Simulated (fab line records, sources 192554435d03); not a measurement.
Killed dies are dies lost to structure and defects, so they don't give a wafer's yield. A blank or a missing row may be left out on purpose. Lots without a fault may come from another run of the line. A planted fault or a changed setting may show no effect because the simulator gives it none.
One fault seen from 3 desks | flow n5_finfet | each desk has only its own numbers; what lay behind them comes last

THE TOOL OWNER'S DESK: rie_diel-02
The tool's own readings at N5_BEOL_M5_DESCUM_16 (chemistry O2, time 7 s): means of the sampled wafers that have a number, for each lot that ran on this tool. A lot is out of limits, marked OUT, if its mean lies more than 4 standard deviations from the usual mean; the brackets give that distance.
Columns: A = bias_power_w at N5_BEOL_M5_DESCUM_16, usual 20.00 W; B = drypump_motor_current_A at N5_BEOL_M5_DESCUM_16, usual 5.6 A; C = oes_product_au at N5_BEOL_M5_DESCUM_16, usual 0.79 a.u.; D = rf_vpp_V at N5_BEOL_M5_DESCUM_16, usual 243.1 V; E = showerhead_plenum_p_Torr at N5_BEOL_M5_DESCUM_16, usual 2.08 Torr; F = throttle_valve_pct at N5_BEOL_M5_DESCUM_16, usual 20.39 %
lot  | first seen here | A     | B   | C    | D     | E    | F
L593 | day 9 10:32     | 19.96 | 5.7 | 0.66 | 244.9 | 2.15 | 20.47
L611 | day 13 12:34    | 19.97 | 5.6 | 0.89 | 242.7 | 2.08 | 20.23
L610 | day 13 13:46    | 20.01 | 5.4 | 0.76 | 242.9 | 2.04 | 20.38
This desk's finding: nothing out of limits on any of the 3 lots.

THE METROLOGY DESK
What the gauges read, lot by lot, whatever tool the lot ran on: means of the sampled wafers that have a number. A lot is out of limits, marked OUT, if its mean lies more than 4 standard deviations from the usual mean; the brackets give that distance.
Columns: A = cd_nm at N5_BEOL_M5_CD_MEAS_11, usual 27.93 nm; B = M5_OVL at N5_BEOL_M5_OVL_MEAS_12, usual -0.2 nm
lot  | first seen here | A     | B
L593 | day 9 10:25     | 28.19 | 0.3
L600 | day 10 01:58    | 27.95 | -1.1
L602 | day 11 10:45    | 27.71 | -0.4
L611 | day 13 12:04    | 27.87 | 0.6
L610 | day 13 13:21    | 27.87 | 0.2
L616 | day 14 13:59    | 27.89 | 0.7
This desk's finding: nothing out of limits on any of the 6 lots.

THE DEFECT DESK
What the inspections along the route counted, lot by lot: means of the sampled wafers that have a number. A lot is out of limits, marked OUT, if its mean lies more than 4 standard deviations from the usual mean; the brackets give that distance.
Columns: A = raw_defect_count at N5_BEOL_M5_INSPECT_13, usual 424
lot  | first seen here | A
L593 | day 9 10:31     | 305
L600 | day 10 02:03    | 405
L602 | day 11 10:50    | 276
L611 | day 13 12:09    | 536
L610 | day 13 13:26    | 476
L616 | day 14 14:04    | 352
This desk's finding: nothing out of limits on any of the 6 lots.

PUT TOGETHER
The tool owner's desk saw nothing out of limits.
The metrology desk saw nothing out of limits.
The defect desk saw nothing out of limits.

WHAT THE SIMULATOR HAD PUT IN
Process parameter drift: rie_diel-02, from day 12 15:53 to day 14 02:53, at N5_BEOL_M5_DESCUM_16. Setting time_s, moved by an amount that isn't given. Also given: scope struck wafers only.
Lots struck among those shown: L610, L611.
